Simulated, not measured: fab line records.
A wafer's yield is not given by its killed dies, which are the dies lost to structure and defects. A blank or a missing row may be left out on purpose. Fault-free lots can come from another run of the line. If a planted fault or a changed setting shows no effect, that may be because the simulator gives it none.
fab line records | flow nand_harc
record: lots: 5 | wafers: 15 | last_day: 34
route steps=1302 shown P_STI@81
lots that met no fault: from a run of the same line without faults
start_h: start of the lot's first displayed wafer, in hours after the record's first day | wait_h: hours from the lot's prior step to this one | " as in the row above | L1.1+2: several wafers, shown together as one row | - either no value or no given start | * or withheld: withheld | < > ~ a bound
route shown NAME@n: names a module that has steps shown in the file, with the first one's number in the route | usual: mean/standard deviation taken from wafers without a fault | same: alike in all rows | chamber/n: place in a boat | sites: each site's reading | _std_site: the standard deviation of these | _edge_site: inner sites' mean taken away from outer sites' mean | radius_mm: for every site, how far away it sits from the centre of the wafer | mask NAME#n: copy n | behind: the tool/chamber that last shaped the wafer | hold: the reason the lot was held/the length of the hold in hours/how it ended | device: names the non-switching transistor (n, p or np) | end of line: the tests these same wafers got at the end of their route | where a step has no rows: the recipe by itself | killed: count of dies lost to structure and defects at first sort (not the wafer's yield) | map: dies across one wafer; x = killed, . = not, _ = none there
set.NAME: setting as actually run; set.NAME@STEP: the setting as run at that earlier step | model.NAME: the simulator's own value behind a step, which no gauge read
lots at some steps of the route; a table a step, a row a wafer
services: the hour from which a tool's chamber was out of use, counted from the record's first day as start_h (under 0 if before that day), plus the number of hours and why
== steps ==
step: NHARC_P_STI_PEB_07
recipe: peb_temp_c: 128 | peb_time_s: 80
lot.wafer  | tool           | chamber | start_h | wait_h
L080.3+4+6 | litho_track-05 | 0       | 105.24  | 0.1
L083.2+4+5 | litho_track-07 | 0       | 136.94  | 0.1
L088.1+4+5 | litho_track-05 | 0       | 182.65  | 0.1
L096.1+2+5 | litho_track-05 | 0       | 263.50  | 0.1
L097.1+5+6 | litho_track-05 | 0       | 271.89  | 0.1
step: NHARC_P_STI_DEVELOP_08
recipe: time_s: 50 | dev_temp_c: 22
lot.wafer  | tool           | chamber | start_h | wait_h
L080.3+4+6 | litho_track-05 | 0       | -       | -
L083.2+4+5 | litho_track-07 | 0       | -       | -
L088.1+4+5 | litho_track-05 | 0       | -       | -
L096.1+2+5 | litho_track-05 | 0       | -       | -
L097.1+5+6 | litho_track-05 | 0       | -       | -
step: NHARC_P_STI_CD_MEAS_09
recipe: target_cd_nm: 200 | landing_energy_ev: 500
usual: cd_nm: 199.8/1.9
same: landing_energy_ev: 500
lot.wafer | tool      | chamber | start_h | wait_h | cd_nm
L080.3    | cd_sem-02 | 0       | 105.33  | -      | 199.9
L080.4    | "         | 0       | "       | "      | 198.5
L080.6    | "         | 0       | "       | "      | 199.3
L083.2    | cd_sem-03 | 0       | 137.03  | -      | 200.4
L083.4    | "         | 0       | "       | "      | 196.0
L083.5    | "         | 0       | "       | "      | 199.1
L088.1    | cd_sem-02 | 0       | 182.73  | -      | 198.8
L088.4    | "         | 0       | "       | "      | 201.3
L088.5    | "         | 0       | "       | "      | 200.0
L096.1    | cd_sem-03 | 0       | 263.59  | -      | 198.7
L096.2    | "         | 0       | "       | "      | 200.3
L096.5    | "         | 0       | "       | "      | 201.1
L097.1    | cd_sem-03 | 0       | 271.98  | -      | 199.3
L097.5    | "         | 0       | "       | "      | 196.5
L097.6    | "         | 0       | "       | "      | 197.6
step: NHARC_P_STI_OVL_MEAS_10
usual: overlay_x_nm: -2/6.5 | overlay_y_nm: 1/5.8
lot.wafer | tool       | chamber | start_h | wait_h | overlay_x_nm | overlay_y_nm
L080.3    | overlay-01 | -       | 105.41  | -      | -3           | -3
L080.4    | "          | -       | "       | "      | -3           | -3
L080.6    | "          | -       | "       | "      | -3           | -2
L083.2    | overlay-01 | -       | 137.11  | -      | 0            | 4
L083.4    | "          | -       | "       | "      | -1           | 5
L083.5    | "          | -       | "       | "      | -1           | 4
L088.1    | overlay-01 | -       | 182.84  | -      | 0            | -3
L088.4    | "          | -       | "       | "      | 0            | -2
L088.5    | "          | -       | "       | "      | 0            | -2
L096.1    | overlay-01 | -       | 263.67  | -      | -18          | -11
L096.2    | "          | -       | "       | "      | -17          | -10
L096.5    | "          | -       | "       | "      | -18          | -10
L097.1    | overlay-01 | -       | 272.07  | -      | -5           | -1
L097.5    | "          | -       | "       | "      | -5           | -1
L097.6    | "          | -       | "       | "      | -5           | 0
step: NHARC_P_STI_INSPECT_11
usual: raw_defect_count: 6/3.4
lot.wafer | tool              | chamber | start_h | wait_h | raw_defect_count
L080.3    | defect_inspect-01 | -       | 105.45  | 0.0    | 8
L080.4    | "                 | -       | "       | "      | 2
L080.6    | "                 | -       | "       | "      | 14
L083.2    | defect_inspect-02 | -       | 137.15  | 0.0    | 4
L083.4    | "                 | -       | "       | "      | 5
L083.5    | "                 | -       | "       | "      | 4
L088.1    | defect_inspect-02 | -       | 182.88  | 0.0    | 4
L088.4    | "                 | -       | "       | "      | 6
L088.5    | "                 | -       | "       | "      | 9
L096.1    | defect_inspect-01 | -       | 263.71  | 0.0    | 3
L096.2    | "                 | -       | "       | "      | 4
L096.5    | "                 | -       | "       | "      | 8
L097.1    | defect_inspect-02 | -       | 272.10  | 0.0    | 3
L097.5    | "                 | -       | "       | "      | 7
L097.6    | "                 | -       | "       | "      | 1
step: NHARC_P_STI_HARDBAKE_13
recipe: temp_c: 118 | time_s: 65
lot.wafer  | tool           | chamber | start_h | wait_h
L080.3+4+6 | litho_track-05 | 0       | 105.51  | 0.1
L083.2+4+5 | litho_track-05 | 0       | 137.21  | 0.1
L088.1+4+5 | litho_track-03 | 0       | 182.93  | 0.1
L096.1+2+5 | litho_track-07 | 0       | 263.77  | 0.1
L097.1+5+6 | litho_track-05 | 0       | 272.16  | 0.1
step: NHARC_P_STI_DESCUM_14
recipe: time_s: 3 | o2_flow_sccm: 200 | ar_flow_sccm: 0 | bias_power_w: 0 | chemistry: O2
usual: drypump_motor_current_A: 5.6/0.5 | o2_flow_sccm: 200.0/0.63 | oes_product_au: 1.001/0.011 | rf_vpp_V: 57.8/0.88 | showerhead_plenum_p_Torr: 1.91/0.08 | throttle_valve_pct: 11.312/0.0087
same: bias_power_w: 0
lot.wafer | tool        | chamber | start_h | wait_h | drypump_motor_current_A | o2_flow_sccm | oes_product_au | rf_hours_counter_h | rf_vpp_V | showerhead_plenum_p_Torr | throttle_valve_pct
L080.3    | rie_diel-01 | 3       | 105.58  | -      | 5.5                     | 199.6        | 0.985          | 3                  | 58.5     | 2.06                     | 11.302
L080.4    | "           | 0       | "       | "      | 4.9                     | 200.3        | 1.009          | 3                  | 58.1     | 1.95                     | 11.295
L080.6    | "           | 0       | "       | "      | 4.9                     | 198.8        | 1.008          | -                  | 56.6     | 1.95                     | 11.308
L083.4    | rie_diel-01 | 2       | 137.29  | -      | 6.2                     | 200.0        | 1.009          | 3                  | 57.9     | 1.88                     | 11.301
L083.2    | "           | 0       | "       | "      | 4.8                     | 199.8        | 1.027          | 4                  | 58.2     | 1.95                     | 11.312
L083.5    | "           | 1       | "       | "      | 5.6                     | 200.4        | 1.011          | -                  | 57.7     | 1.83                     | 11.312
L088.4    | rie_diel-12 | 2       | 183.01  | -      | 5.3                     | 199.6        | 0.994          | 5                  | 57.6     | 1.90                     | 11.305
L088.1    | "           | 3       | "       | "      | 5.5                     | 200.2        | 0.992          | 5                  | 57.7     | 1.86                     | 11.300
L088.5    | "           | 3       | "       | "      | 5.5                     | 201.3        | 0.983          | -                  | 57.6     | 1.86                     | 11.306
L096.1    | rie_diel-12 | 1       | 263.86  | -      | 5.8                     | 200.4        | 1.003          | 10                 | 56.9     | 1.86                     | 11.310
L096.2    | "           | 2       | "       | "      | 5.3                     | 200.7        | 0.997          | 10                 | 58.7     | 1.90                     | 11.313
L096.5    | "           | 3       | "       | "      | 5.5                     | 199.7        | 0.983          | -                  | 59.0     | 1.86                     | 11.325
L097.1    | rie_diel-01 | 3       | 272.24  | -      | 5.5                     | 200.3        | 0.996          | 4                  | 58.9     | 2.06                     | 11.309
L097.6    | "           | 3       | "       | "      | 5.5                     | 199.4        | 0.989          | -                  | 57.9     | 2.06                     | 11.323
L097.5    | "           | 0       | "       | "      | 4.9                     | 198.9        | 1.005          | -                  | 58.2     | 1.95                     | 11.313
step: NHARC_P_STI_ETCH_42
recipe: target_depth_a: 800 | overetch_a: 240 | time_s: 61 | ion_energy_ev: 200 | n2_flow_sccm: 150 | h2_flow_sccm: 150 | ar_flow_sccm: 0 | rf_w: 400 | bias_w: 150 | chemistry: N2/H2
usual: drypump_motor_current_A: 5.5/0.49 | oes_product_au: 1.001/0.01 | rf_vpp_V: 430.4/2.5 | showerhead_plenum_p_Torr: 2.04/0.091 | throttle_valve_pct: 14.171/0.0087
lot.wafer | tool        | chamber | start_h | wait_h | drypump_motor_current_A | oes_product_au | rf_hours_counter_h | rf_vpp_V | showerhead_plenum_p_Torr | throttle_valve_pct
L080.4    | rie_diel-01 | 1       | 105.68  | 0.1    | 5.6                     | 1.008          | 2                  | 426.7    | 1.95                     | 14.167
L080.3    | "           | 2       | "       | "      | 6.2                     | 1.001          | 2                  | 430.1    | 2.00                     | 14.168
L080.6    | "           | 3       | "       | "      | 5.5                     | 1.005          | -                  | 434.6    | 2.21                     | 14.172
L083.4    | rie_diel-01 | 2       | 137.37  | 0.1    | 6.2                     | 0.997          | 3                  | 429.8    | 2.00                     | 14.182
L083.2    | "           | 0       | "       | "      | 4.9                     | 1.018          | 4                  | 432.3    | 2.08                     | 14.163
L083.5    | "           | 2       | "       | "      | 6.2                     | 0.988          | -                  | 430.0    | 2.00                     | 14.166
L088.1    | rie_diel-12 | 2       | 183.10  | 0.1    | 5.3                     | 0.988          | 5                  | 430.6    | 2.02                     | 14.181
L088.4    | "           | 3       | "       | "      | 5.5                     | 0.987          | 5                  | 430.1    | 1.98                     | 14.175
L088.5    | "           | 2       | "       | "      | 5.3                     | 0.996          | -                  | 430.3    | 2.02                     | 14.178
L096.2    | rie_diel-12 | 3       | 263.93  | 0.1    | 5.5                     | 0.991          | 10                 | 429.9    | 1.98                     | 14.165
L096.1    | "           | 2       | "       | "      | 5.3                     | 0.989          | 10                 | 427.6    | 2.02                     | 14.168
L096.5    | "           | 3       | "       | "      | 5.5                     | 0.988          | -                  | 428.3    | 1.98                     | 14.168
L097.1    | rie_diel-01 | 2       | 272.32  | 0.1    | 6.2                     | 0.994          | 2                  | 429.0    | 2.00                     | 14.170
L097.5    | "           | 2       | "       | "      | 6.2                     | 0.997          | -                  | 429.8    | 2.00                     | 14.175
L097.6    | "           | 3       | "       | "      | 5.5                     | 0.989          | -                  | 434.4    | 2.20                     | 14.179
step: NHARC_P_STI_ETCH_31
recipe: target_depth_a: 1089 | time_s: 54.5 | cf4_flow_sccm: 100 | chf3_flow_sccm: 30 | ar_flow_sccm: 0 | rf_w: 500 | bias_w: 200 | chemistry: CF4/CHF3
usual: drypump_motor_current_A: 5.6/0.5 | oes_product_au: 0.961/0.02 | rf_vpp_V: 370.4/2.3 | showerhead_plenum_p_Torr: 1.57/0.062 | throttle_valve_pct: 16.801/0.0094
lot.wafer | tool        | chamber | start_h | wait_h | drypump_motor_current_A | oes_product_au | rf_hours_counter_h | rf_vpp_V | showerhead_plenum_p_Torr | throttle_valve_pct
L080.4    | rie_diel-01 | 2       | -       | -      | 6.2                     | 0.977          | 2                  | 370.3    | 1.55                     | 16.784
L080.3    | "           | 3       | "       | "      | 5.5                     | 0.969          | 3                  | 375.5    | 1.69                     | 16.807
L080.6    | "           | 1       | "       | "      | 5.6                     | 0.980          | -                  | 367.7    | 1.51                     | 16.803
L083.2    | rie_diel-01 | 0       | -       | -      | 4.8                     | 0.972          | 4                  | 372.5    | 1.60                     | 16.797
L083.4    | "           | 3       | "       | "      | 5.5                     | 0.964          | 4                  | 374.1    | 1.69                     | 16.812
L083.5    | "           | 0       | "       | "      | 4.9                     | 0.969          | -                  | 372.9    | 1.60                     | 16.794
L088.1    | rie_diel-12 | 2       | -       | -      | 5.3                     | 0.954          | 5                  | 371.1    | 1.56                     | 16.797
L088.4    | "           | 3       | "       | "      | 5.5                     | 0.952          | 5                  | 369.2    | 1.53                     | 16.795
L088.5    | "           | 0       | "       | "      | 6.6                     | 0.979          | -                  | 372.5    | 1.60                     | 16.792
L096.1    | rie_diel-12 | 0       | -       | -      | 6.7                     | 0.964          | 10                 | 371.0    | 1.60                     | 16.803
L096.2    | "           | 1       | "       | "      | 5.8                     | 0.966          | 10                 | 369.5    | 1.53                     | 16.792
L096.5    | "           | 2       | "       | "      | 5.3                     | 0.981          | -                  | 370.4    | 1.56                     | 16.790
L097.1    | rie_diel-01 | 2       | -       | -      | 6.2                     | 0.964          | 2                  | 368.2    | 1.55                     | 16.793
L097.5    | "           | 0       | "       | "      | 4.8                     | 0.971          | -                  | 372.8    | 1.60                     | 16.783
L097.6    | "           | 1       | "       | "      | 5.6                     | 0.964          | -                  | 366.6    | 1.51                     | 16.794
step: NHARC_P_STI_ETCH_15
recipe: target_depth_a: 3000 | taper_deg: 4 | time_s: 100.1 | hbr_flow_sccm: 150 | cl2_flow_sccm: 50 | rf_w: 400 | icp_w: 400 | bias_w: 100 | chemistry: HBr/Cl2
usual: drypump_motor_current_A: 5.9/0.32 | oes_product_au: 0.999/0.0094 | throttle_valve_pct: 26.405/0.01
lot.wafer | tool      | chamber | start_h | wait_h | drypump_motor_current_A | oes_product_au | rf_hours_counter_h | throttle_valve_pct
L080.4    | rie_si-05 | 0       | 105.87  | -      | 5.9                     | 0.992          | 0.9                | 26.390
L080.3    | "         | 1       | "       | "      | 6.0                     | 1.001          | 0.8                | 26.413
L080.6    | "         | 3       | "       | "      | 6.2                     | 0.993          | -                  | 26.401
L083.4    | rie_si-05 | 0       | 137.56  | -      | 5.9                     | 1.001          | 0.0                | 26.393
L083.2    | "         | 1       | "       | "      | 6.0                     | 1.008          | 0.0                | 26.415
L083.5    | "         | 1       | "       | "      | 6.0                     | 1.016          | -                  | 26.410
L088.4    | rie_si-05 | 2       | 183.29  | -      | 5.4                     | 1.001          | 0.3                | 26.396
L088.1    | "         | 0       | "       | "      | 5.9                     | 1.004          | 0.4                | 26.413
L088.5    | "         | 3       | "       | "      | 6.2                     | 1.015          | -                  | 26.403
L096.2    | rie_si-05 | 2       | 264.12  | -      | 5.4                     | 0.990          | 0.8                | 26.405
L096.1    | "         | 3       | "       | "      | 6.2                     | 1.018          | 0.8                | 26.410
L096.5    | "         | 2       | "       | "      | 5.4                     | 0.988          | -                  | 26.414
L097.1    | rie_si-03 | 1       | 272.54  | -      | 6.2                     | 0.980          | 0.3                | 26.410
L097.5    | "         | 3       | "       | "      | 6.1                     | 0.995          | -                  | 26.413
L097.6    | "         | 0       | "       | "      | 5.9                     | 0.987          | -                  | 26.422
step: NHARC_P_STI_CD_MEAS_16
usual: cd_nm: 199.5/2.1
lot.wafer | tool      | chamber | start_h | wait_h | cd_nm
L080.3    | cd_sem-01 | -       | 106.02  | -      | 199.7
L080.4    | "         | -       | "       | "      | 198.4
L080.6    | "         | -       | "       | "      | 198.6
L083.2    | cd_sem-03 | -       | 137.72  | -      | 201.1
L083.4    | "         | -       | "       | "      | 195.0
L083.5    | "         | -       | "       | "      | 198.8
L088.1    | cd_sem-01 | -       | 183.45  | -      | 198.9
L088.4    | "         | -       | "       | "      | 200.5
L088.5    | "         | -       | "       | "      | 201.5
L096.1    | cd_sem-02 | -       | 264.28  | -      | 198.3
L096.2    | "         | -       | "       | "      | 199.8
L096.5    | "         | -       | "       | "      | 200.1
L097.1    | cd_sem-03 | -       | 272.67  | -      | 199.5
L097.5    | "         | -       | "       | "      | 198.9
L097.6    | "         | -       | "       | "      | 197.6
step: NHARC_P_STI_OCD_MEAS_17
usual: trench_depth_nm: 300/4.2 | trench_foot_cd_nm: 157.8/2
lot.wafer | tool   | chamber | start_h | wait_h | trench_depth_nm | trench_foot_cd_nm
L080.3    | ocd-02 | -       | 106.11  | 0.1    | 303             | 157.8
L080.4    | "      | -       | "       | "      | 295             | 156.5
L080.6    | "      | -       | "       | "      | 298             | 157.0
L083.2    | ocd-02 | -       | 137.81  | 0.1    | 306             | 157.8
L083.4    | "      | -       | "       | "      | 304             | 153.8
L083.5    | "      | -       | "       | "      | 305             | 156.2
L088.1    | ocd-02 | -       | 183.53  | 0.1    | 303             | 156.6
L088.4    | "      | -       | "       | "      | 298             | 158.6
L088.5    | "      | -       | "       | "      | 306             | 156.7
L096.1    | ocd-02 | -       | 264.37  | 0.1    | 306             | 155.5
L096.2    | "      | -       | "       | "      | 294             | 159.0
L096.5    | "      | -       | "       | "      | 295             | 159.9
L097.1    | ocd-01 | -       | 272.76  | 0.1    | 293             | 158.4
L097.5    | "      | -       | "       | "      | 298             | 155.2
L097.6    | "      | -       | "       | "      | 296             | 155.9
step: NHARC_P_STI_STRIP_19
recipe: time_s: 900 | temp_c: 130 | chemistry: SPM
lot.wafer  | tool         | chamber | start_h | wait_h
L080.6+3+4 | wet_bench-09 | 0,1,5   | 106.16  | 0.1
L083.4+2+5 | wet_bench-02 | 3,4,6   | 137.87  | 0.1
L088.1+5+4 | wet_bench-01 | 5,6,0   | 183.60  | 0.1
L096.2+5+1 | wet_bench-01 | 6,0,3   | 264.42  | 0.1
L097.1+5+6 | wet_bench-09 | 3,4,5   | 272.82  | 0.1
== services ==
tool           | chamber | start_h | hours | kind
rie_diel-01    | 0       | 84.87   | -     | clean
rie_diel-01    | 1       | 84.87   | -     | clean
rie_diel-01    | 2       | 84.87   | -     | clean
rie_diel-01    | 3       | 84.87   | -     | clean
rie_diel-12    | -       | 91.40   | 9.0   | pm
litho_track-03 | -       | 100.00  | 7.0   | pm
wet_bench-01   | -       | 101.60  | 8.0   | pm
rie_diel-12    | 1       | 106.15  | 2.4   | repair
wet_bench-02   | -       | 110.08  | 4.1   | repair
rie_diel-01    | 1       | 119.68  | 7.7   | repair
litho_track-05 | -       | 124.00  | 7.0   | pm
rie_si-05      | -       | 128.00  | 9.0   | pm
rie_diel-12    | -       | 139.41  | 0.7   | repair
rie_diel-12    | -       | 173.48  | 1.7   | repair
wet_bench-09   | -       | 176.80  | 8.0   | pm
rie_diel-01    | -       | 203.80  | 9.0   | pm
rie_si-03      | -       | 221.00  | 9.0   | pm
rie_si-03      | 1       | 234.68  | 2.4   | repair
wet_bench-02   | -       | 243.34  | 32.2  | repair
rie_si-05      | 1       | 244.04  | 2.1   | repair
litho_track-07 | -       | 251.00  | 7.0   | pm
rie_diel-12    | 2       | 254.31  | 8.6   | repair
rie_diel-01    | 2       | 265.61  | 4.7   | repair
rie_diel-12    | -       | 268.40  | 9.0   | pm
== key ==
fault none
